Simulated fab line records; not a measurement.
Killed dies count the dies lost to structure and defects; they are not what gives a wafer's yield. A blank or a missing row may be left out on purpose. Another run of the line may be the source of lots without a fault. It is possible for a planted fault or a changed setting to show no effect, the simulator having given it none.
Chamber matching ; flow n5_finfet ; N5_BEOL_M0_PRE_CLEAN_131 on cvd_co-02: 3 sister chambers
The step time 15 s. 3 wafers are shown with their chamber, then 12 later ones without.

== EACH WAFER AND ITS CHAMBER ==
wafer;chamber;heater_power_w (W)
L087.1;0;99
L087.2;1;99
L087.3;2;88

== WAFERS WITH NO CHAMBER GIVEN ==
wafer;heater_power_w (W)
L087.4;96
L087.5;86
L087.6;97
L088.2;87
L088.4;97
L088.6;99
L092.1;87
L092.2;99
L092.4;90
L093.1;87
L093.3;99
L093.4;98

== WHICH CHAMBER EACH WENT THROUGH ==
wafer;from the rows above;in truth
L087.4;can't be placed: 0 or 1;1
L087.5;2;2
L087.6;can't be placed: 0 or 1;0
L088.2;2;2
L088.4;can't be placed: 0 or 1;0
L088.6;can't be placed: 0 or 1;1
L092.1;2;2
L092.2;can't be placed: 0 or 1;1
L092.4;2;2
L093.1;2;2
L093.3;can't be placed: 0 or 1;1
L093.4;can't be placed: 0 or 1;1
Placed correctly: 5 of 12. From these rows, 7 cannot be placed; in 7 the true chamber is one of the candidates. 0 placed wrongly.
How it was worked out, from the rows above alone: a wafer's distance from a chamber is the root of the sum, over the readings, of the square of ((its reading less the chamber's mean) divided by the reading's scatter). The wafer belongs to the nearest chamber; if the next one is less than 2 further off, it can't be placed. Each chamber's mean is taken over the wafers shown for it. The scatter: root of mean squared gap, hidden wafer to nearest shown wafer, with one shown wafer a chamber.
